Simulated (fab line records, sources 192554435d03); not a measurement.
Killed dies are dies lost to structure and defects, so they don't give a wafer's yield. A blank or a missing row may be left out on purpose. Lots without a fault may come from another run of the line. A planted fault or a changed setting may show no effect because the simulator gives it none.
Split-lot experiment | flow n5_finfet | 7 lots, 39 wafers read, on a route of 1938 steps

THE SPLIT
At N5_MIM_TOP_ETCH_PECVD_03 (deposits SiNx from SiH4/NH3/N2, target thk 20 nm, time 17.6 s), the setting time_s was moved away from the recipe's 17.6 s on 18 of the 39 wafers read, by -29.1% to +53.0%. The other wafers ran this setting at the recipe's value.

The reading is taken at the split's own step.

THE READING
SiNx_of_MIM_TOP_ETCH_PECVD_03.thk_nm (the simulator's own value, which no gauge read), in nm, at N5_MIM_TOP_ETCH_PECVD_03 (deposits SiNx from SiH4/NH3/N2, target thk 20 nm, time 17.6 s). The file gives no usual value for it. The 21 wafers here that ran the recipe average 19.9 nm, standard deviation 0.24 nm.

wafer  | tool, chamber at the split | time_s as run, s | against the recipe | SiNx_of_MIM_TOP_ETCH_PECVD_03.thk_nm, nm | against lot-mates on the recipe
L075.1 | pecvd-01, 2                | 23.37            | +32.8%             | 26                                       | +6.0
L075.2 | pecvd-01, 1                | 17.6             | recipe             | 20                                       | -
L075.3 | pecvd-01, 0                | 23.37            | +32.8%             | 26.4                                     | +6.4
L075.4 | pecvd-01, 1                | 23.37            | +32.8%             | 26.6                                     | +6.6
L075.5 | pecvd-01, 2                | 17.6             | recipe             | 19.8                                     | -
L075.6 | pecvd-01, 0                | 17.6             | recipe             | 20.2                                     | -
L077.1 | pecvd-01, 2                | 26.92            | +53.0%             | 30                                       | +9.9
L077.2 | pecvd-01, 0                | 17.6             | recipe             | 20                                       | -
L077.3 | pecvd-01, 1                | 17.6             | recipe             | 19.8                                     | -
L077.4 | pecvd-01, 1                | 26.92            | +53.0%             | 30.8                                     | +10.7
L077.5 | pecvd-01, 0                | 26.92            | +53.0%             | 31                                       | +10.9
L077.6 | pecvd-01, 2                | 17.6             | recipe             | 20.4                                     | -
L082.1 | pecvd-03, 0,1              | 12.47            | -29.1%             | 13.8                                     | -6.2
L082.2 | pecvd-03, 0,1              | 12.47            | -29.1%             | 13.8                                     | -6.2
L082.3 | pecvd-03, 2                | 12.47            | -29.1%             | 14.2                                     | -5.8
L082.4 | pecvd-03, 0                | 17.6             | recipe             | 19.8                                     | -
L082.5 | pecvd-03, 2                | 17.6             | recipe             | 20.2                                     | -
L082.6 | pecvd-03, 1                | 17.6             | recipe             | 20                                       | -
L084.1 | pecvd-01, 1                | 22.61            | +28.5%             | 25.6                                     | +5.8
L084.2 | pecvd-01, 0                | 22.61            | +28.5%             | 25.4                                     | +5.6
L084.3 | pecvd-01, 2,1,0            | 17.6             | recipe             | 19.8                                     | -
L084.5 | pecvd-01, 2,1,0            | 17.6             | recipe             | 19.8                                     | -
L084.6 | pecvd-01, 2,1,0            | 17.6             | recipe             | 19.8                                     | -
L084.4 | pecvd-01, 2                | 22.61            | +28.5%             | 26                                       | +6.2
L086.1 | pecvd-02, 1                | 26.5             | +50.6%             | 29.8                                     | +10.0
L086.2 | pecvd-02, 0                | 17.6             | recipe             | 19.4                                     | -
L086.3 | pecvd-02, 2                | 26.5             | +50.6%             | 30                                       | +10.2
L086.4 | pecvd-02, 2                | 26.5             | +50.6%             | 30                                       | +10.2
L086.5 | pecvd-02, 0,1              | 17.6             | recipe             | 20                                       | -
L086.6 | pecvd-02, 0,1              | 17.6             | recipe             | 20                                       | -
L087.3 | pecvd-02, 0                | 17.6             | recipe             | 19.6                                     | -
L087.4 | pecvd-02, 1                | 17.6             | recipe             | 20                                       | -
L087.5 | pecvd-02, 2                | 17.6             | recipe             | 19.8                                     | -
L090.1 | pecvd-02, 0                | 14.21            | -19.3%             | 15.4                                     | -4.2
L090.2 | pecvd-02, 2                | 17.6             | recipe             | 19.4                                     | -
L090.3 | pecvd-02, 0                | 14.21            | -19.3%             | 15.8                                     | -3.8
L090.4 | pecvd-02, 2                | 14.21            | -19.3%             | 16                                       | -3.6
L090.5 | pecvd-02, 0                | 17.6             | recipe             | 19.6                                     | -
L090.6 | pecvd-02, 2                | 17.6             | recipe             | 19.8                                     | -
Where a row lists several chambers, the file gives one row for several wafers and doesn't say which wafer went through which chamber.

THE FIT
A straight line over all 39 wafers: SiNx_of_MIM_TOP_ETCH_PECVD_03.thk_nm changes by +0.202 nm for each +1% of time_s; r = +1.00; the points scatter about the line by 0.27 nm.
The same after taking each lot's own level away (the mean of its wafers on the recipe; 39 wafers): +0.201 nm for each +1%; r = +1.00; scatter 0.25 nm.
On that fit, the largest move of time_s shifts the reading by 11 nm.
The lots' own levels span 19.60 to 20.07 nm, that is 1.9 times the standard deviation above.
So the lot-to-lot level changes the slope little: the two slopes agree.
Check: with one of the wafers moved furthest among these (+53.0%) left out of the fit, the line predicts +10.7 nm for it against its lot-mates. It came out at +9.93 nm against them.

OTHER SPLITS ON THESE WAFERS
These wafers also went through other splits before the reading. Each is held against what the fit with the lots' levels taken away leaves over:
other split on the same wafers   | wafers away from the commonest value | r with SiNx_of_MIM_TOP_ETCH_PECVD_03.thk_nm (lot level and that fit taken away)
N5_BEOL_M9_TRENCH_ETCH_37 time_s | 15                                   | +0.07
N5_BEOL_M11_ETCH_62 time_s       | 15                                   | -0.16

THE FILE'S OWN FIT
SiNx_of_MIM_TOP_ETCH_PECVD_03.thk_nm changes by +0.2 nm for each +1% of time_s, r = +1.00.
